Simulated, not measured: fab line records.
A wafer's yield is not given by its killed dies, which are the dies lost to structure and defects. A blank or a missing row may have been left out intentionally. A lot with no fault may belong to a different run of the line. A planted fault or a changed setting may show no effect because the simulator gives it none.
Struck lot and sound lot, side by side / flow nand harc / 12 out of 1159 route steps
Sound: these wafers, L514.1, L514.4, L514.6. Struck: wafer L512.6; the same lot's L512.4 was not struck, so it is left out; see the end for the cause.
At each step with rows: each side's tool, then ch and its chambers, then its first start. Under that, the readings that differ: sound wafers / struck wafers / difference of the means / sigmas: that difference in standard deviations of wafers without a fault.
alike: same words and numbers on both sides, and readings whose means sit less than 2 such deviations apart. not compared: any withheld reading, any reading some wafer has no value for, any bound like >300 that may hide the same value, and any number with overlapping values for which the record gives no deviation.
Wherever a step has rows on one side only, a row that says differs or no value, or a row with sigmas, the two part there. Numbers that have no deviation but don't overlap get no sigmas and don't part them. A reading that every wafer of one side lacks parts them only if that side has two wafers or more.

first, 1 step without rows for these wafers: NHARC_A_SLIT_SRD_20.
NHARC_A_SLIT_CD_MEAS_21:
  struck on cd sem-01, day 18 19:48; sound on cd sem-02, day 19 09:16
  alike: cd nm
then, 3 steps without rows for these wafers: NHARC_A_SIN_REMOVE_WET_00 (chemistry H3PO4, time 15300 s); NHARC_A_SIN_REMOVE_PRECLEAN_01 (cleans in SC1); NHARC_A_SIN_REMOVE_SRD_02.
NHARC_A_SIN_REMOVE_INSPECT_04:
  struck on defect inspect-01, day 19 02:40; sound on defect inspect-02, day 19 16:38
  alike: raw defect count
NHARC_A_WL_FILL_ALD_00: deposits Al2O3, target thk 3 nm, pulse time 3 s, ald cycles 30.
  sound on ald hk-01 ch 1,2, day 19 19:49; struck on ald hk-03 ch 0, day 19 03:06
  alike: heater power w, precursor pulse height rel
  not compared: since wet clean h
NHARC_A_WL_FILL_RTA_01: time 5 s.
  sound on rtp anneal-02 ch 0, day 19 20:06; struck on rtp anneal-01 ch 0, day 19 03:25
reading=lamp power pct (%); sound=28.1 28.1 28.1; struck=29.7; difference=+1.6; sigmas=+2
reading=lamp_zone_7_pct (%); sound=28.6 28.6 28.6; struck=30.2; difference=+1.6; sigmas=+2
  alike: wafer_temp_C_max
NHARC_A_WL_FILL_ALD_02: deposits TiN, target thk 2 nm, pulse time 3 s, ald cycles 100.
  sound on ald metal-02 ch 1,2, day 19 20:19; struck on ald metal-01 ch 1, day 19 03:39
reading=heater power w (W); sound=942 935 935; struck=1294; difference=+357; sigmas=+2
  alike: precursor pulse height rel
  not compared: since wet clean h
NHARC_A_WL_FILL_CVD_03: deposits W, target thk 40 nm, time 3302 s.
  sound on cvd w-01 ch 1, day 19 20:45; struck on cvd w-02 ch 1, day 19 07:32
  alike: heater power w, mfc wf6 sccm, throttle valve pct
  not compared: since wet clean h
NHARC_A_WL_FILL_ETCHBACK_04: etches the open film in NF3, target depth 60 nm, time 120 s.
  sound on rie metal-02 ch 0,1, day 20 02:54; struck on rie metal-03 ch 0, day 19 10:00
reading=run length s (s); sound=141.9 141.4 141.2; struck=111.3; difference=-30.2; sigmas=-82
  alike: drypump motor current A, oes product au
  not compared: rf hours counter h
NHARC_A_WL_FILL_ETCHBACK_05: etches the open film in Cl2/BCl3, target depth 22 nm, time 60 s.
  sound on rie metal-02 ch 1, day 20 03:07; struck on rie metal-03 ch 0, day 19 10:12
reading=drypump motor current A (A); sound=6.5 6.5 6.5; struck=5.6; difference=-0.9; sigmas=-2
reading=oes product au (a.u.); sound=0.994 0.989 0.999; struck=1.019; difference=+0.025; sigmas=+2
  alike: run length s
  not compared: rf hours counter h

WHERE THEY PART
Earliest at NHARC_A_WL_FILL_RTA_01; latest, in this record, at NHARC_A_WL_FILL_ETCHBACK_05.

WHY: the cause the simulator had injected
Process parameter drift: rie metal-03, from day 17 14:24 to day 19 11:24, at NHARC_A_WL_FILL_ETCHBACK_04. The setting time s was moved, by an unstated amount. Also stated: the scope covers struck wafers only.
